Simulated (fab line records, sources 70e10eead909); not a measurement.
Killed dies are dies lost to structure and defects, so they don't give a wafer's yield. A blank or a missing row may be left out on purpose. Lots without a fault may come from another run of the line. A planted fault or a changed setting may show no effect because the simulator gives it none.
Tool commonality check | flow nand_harc | 11 lots, 36 wafers sampled

WHY IT WAS OPENED
At NHARC_P_GATE_CD_MEAS_46 the reading cd_nm is flagged on 1 of 11 lots. Wafers without a fault read 719.9 nm, standard deviation 1.6.
Rule: a lot is flagged when every wafer of it that has a number lies more than 4 standard deviations from that mean, or none has a number. The other lots count as sound.

lot  | measured     | on        | cd_nm (nm), wafer by wafer          | flag
L495 | day 7 09:46  | cd_sem-03 | 720.8 718.8 720.3                   |
L497 | day 7 22:05  | cd_sem-03 | 702.9 701.5 701.5 702.9 701.4 701.7 | FLAGGED
L506 | day 11 14:33 | cd_sem-03 | 718.9 717.6 721.2                   |
L505 | day 11 17:05 | cd_sem-02 | 719.0 718.9 722.1                   |
L508 | day 12 14:21 | cd_sem-03 | 715.7 720.0 718.4                   |
L509 | day 13 02:26 | cd_sem-02 | 718.8 716.9 720.2                   |
L510 | day 13 07:16 | cd_sem-01 | 718.7 718.7 718.2                   |
L511 | day 14 00:41 | cd_sem-01 | 719.4 722.2 719.1                   |
L512 | day 14 00:50 | cd_sem-03 | 719.3 719.4 718.5                   |
L513 | day 14 16:29 | cd_sem-01 | 717.3 720.1 716.1                   |
L514 | day 15 00:01 | cd_sem-03 | 720.5 716.3 720.9                   |
The numbers of the flagged lots are 702.0 nm on average: -17.9 nm against the usual, or -11 standard deviations.

WHICH TOOL RAN EACH LOT
The record holds 3 process steps before the reading, out of a route of 1302 steps. In each cell: the tool, then ch and the chambers that the sampled wafers went through, then the start.
lot  | flag    | NHARC_P_GATE_ETCH_104              | NHARC_P_GATE_ETCH_114                         | NHARC_P_GATE_EXPOSE_43
L495 |         | rie_diel-09 ch 1,2, day 6 22:08    | rie_diel-09 ch 0,1,3, day 7 09:37 or earlier  | krf_scanner-04 ch 0, day 7 09:37
L497 | FLAGGED | rie_diel-11 ch 0,1, day 7 10:23    | rie_diel-11 ch 0,1,2, day 7 21:56 or earlier  | krf_scanner-03 ch 0, day 7 21:56
L506 |         | rie_diel-03 ch 0,1,3, day 11 02:52 | rie_diel-03 ch 0,1,3, day 11 14:23 or earlier | krf_scanner-01 ch 0, day 11 14:23
L505 |         | rie_diel-11 ch 2,3, day 11 03:09   | rie_diel-11 ch 0,1,2, day 11 16:56 or earlier | krf_scanner-03 ch 0, day 11 16:56
L508 |         | rie_diel-11 ch 0,2,3, day 12 02:40 | rie_diel-11 ch 0,2,3, day 12 14:12 or earlier | krf_scanner-01 ch 0, day 12 14:12
L509 |         | rie_diel-11 ch 0,1,3, day 12 14:41 | rie_diel-11 ch 0,1, day 13 02:17 or earlier   | krf_scanner-03 ch 0, day 13 02:17
L510 |         | rie_diel-11 ch 1,2,3, day 12 19:43 | rie_diel-11 ch 1,2,3, day 13 07:06 or earlier | krf_scanner-01 ch 0, day 13 07:06
L511 |         | rie_diel-11 ch 0,1,3, day 13 12:55 | rie_diel-11 ch 0,1,3, day 14 00:31 or earlier | krf_scanner-04 ch 0, day 14 00:31
L512 |         | rie_diel-09 ch 1,2, day 13 13:05   | rie_diel-09 ch 0,1,3, day 14 00:41 or earlier | krf_scanner-03 ch 0, day 14 00:41
L513 |         | rie_diel-03 ch 0,1,3, day 14 04:43 | rie_diel-03 ch 0,2,3, day 14 16:20 or earlier | krf_scanner-01 ch 0, day 14 16:20
L514 |         | rie_diel-11 ch 0,1,2, day 14 12:18 | rie_diel-11 ch 0,1,2, day 14 23:52 or earlier | krf_scanner-04 ch 0, day 14 23:52
What these steps do:
- NHARC_P_GATE_ETCH_104: etches the open film in CF4/CHF3, target depth 60 nm.
- NHARC_P_GATE_ETCH_114: etches the open film in CF4/O2, target depth 30 nm, overetch 3 nm, time 16.5 s.
- NHARC_P_GATE_EXPOSE_43: exposes mask P NSD, target cd 720 nm.
- NHARC_P_GATE_CD_MEAS_46: target cd 720 nm.

FLAGGED OVER TOTAL, TOOL BY TOOL (the gauges that took the reading come last)
step                    | tool           | lots run | flagged | share of the flagged lots | sound lots run after its first flagged lot
NHARC_P_GATE_ETCH_104   | rie_diel-03    | 2        | 0       | none                      | -
NHARC_P_GATE_ETCH_104   | rie_diel-09    | 2        | 0       | none                      | -
NHARC_P_GATE_ETCH_104   | rie_diel-11    | 7        | 1       | all                       | 6 (L505,L508,L509,L510,L511,L514)
NHARC_P_GATE_ETCH_114   | rie_diel-03    | 2        | 0       | none                      | -
NHARC_P_GATE_ETCH_114   | rie_diel-09    | 2        | 0       | none                      | -
NHARC_P_GATE_ETCH_114   | rie_diel-11    | 7        | 1       | all                       | 6 (L505,L508,L509,L510,L511,L514)
NHARC_P_GATE_EXPOSE_43  | krf_scanner-01 | 4        | 0       | none                      | -
NHARC_P_GATE_EXPOSE_43  | krf_scanner-03 | 4        | 1       | all                       | 3 (L505,L509,L512)
NHARC_P_GATE_EXPOSE_43  | krf_scanner-04 | 3        | 0       | none                      | -
NHARC_P_GATE_CD_MEAS_46 | cd_sem-01      | 3        | 0       | none                      | -
NHARC_P_GATE_CD_MEAS_46 | cd_sem-02      | 2        | 0       | none                      | -
NHARC_P_GATE_CD_MEAS_46 | cd_sem-03      | 6        | 1       | all                       | 4 (L506,L508,L512,L514)
NHARC_P_GATE_ETCH_114 gives no start for some lots, so the hours and the order of its lots are those of NHARC_P_GATE_EXPOSE_43.

WHAT THE TABLE ALLOWS
4 rows of the table ran every flagged lot: rie_diel-11 at NHARC_P_GATE_ETCH_104, rie_diel-11 at NHARC_P_GATE_ETCH_114, krf_scanner-03 at NHARC_P_GATE_EXPOSE_43, cd_sem-03 at NHARC_P_GATE_CD_MEAS_46.
- rie_diel-11 at NHARC_P_GATE_ETCH_104: 1 of its 7 lots flagged. Sound lots ran on it after the first flagged one (L505, L508, L509, L510, L511, L514), which a lasting fault on the whole tool wouldn't allow.
- rie_diel-11 at NHARC_P_GATE_ETCH_114: 1 of its 7 lots flagged. Sound lots ran on it after the first flagged one (L505, L508, L509, L510, L511, L514), which a lasting fault on the whole tool wouldn't allow.
- krf_scanner-03 at NHARC_P_GATE_EXPOSE_43: 1 of its 4 lots flagged. Sound lots ran on it after the first flagged one (L505, L509, L512), which a lasting fault on the whole tool wouldn't allow.
- cd_sem-03 at NHARC_P_GATE_CD_MEAS_46: 1 of its 6 lots flagged. Sound lots ran on it after the first flagged one (L506, L508, L512, L514), which a lasting fault on the whole tool wouldn't allow.
No row of the table ran every flagged lot and no sound lot after the first.

WHAT THE SIMULATOR HAD PUT IN
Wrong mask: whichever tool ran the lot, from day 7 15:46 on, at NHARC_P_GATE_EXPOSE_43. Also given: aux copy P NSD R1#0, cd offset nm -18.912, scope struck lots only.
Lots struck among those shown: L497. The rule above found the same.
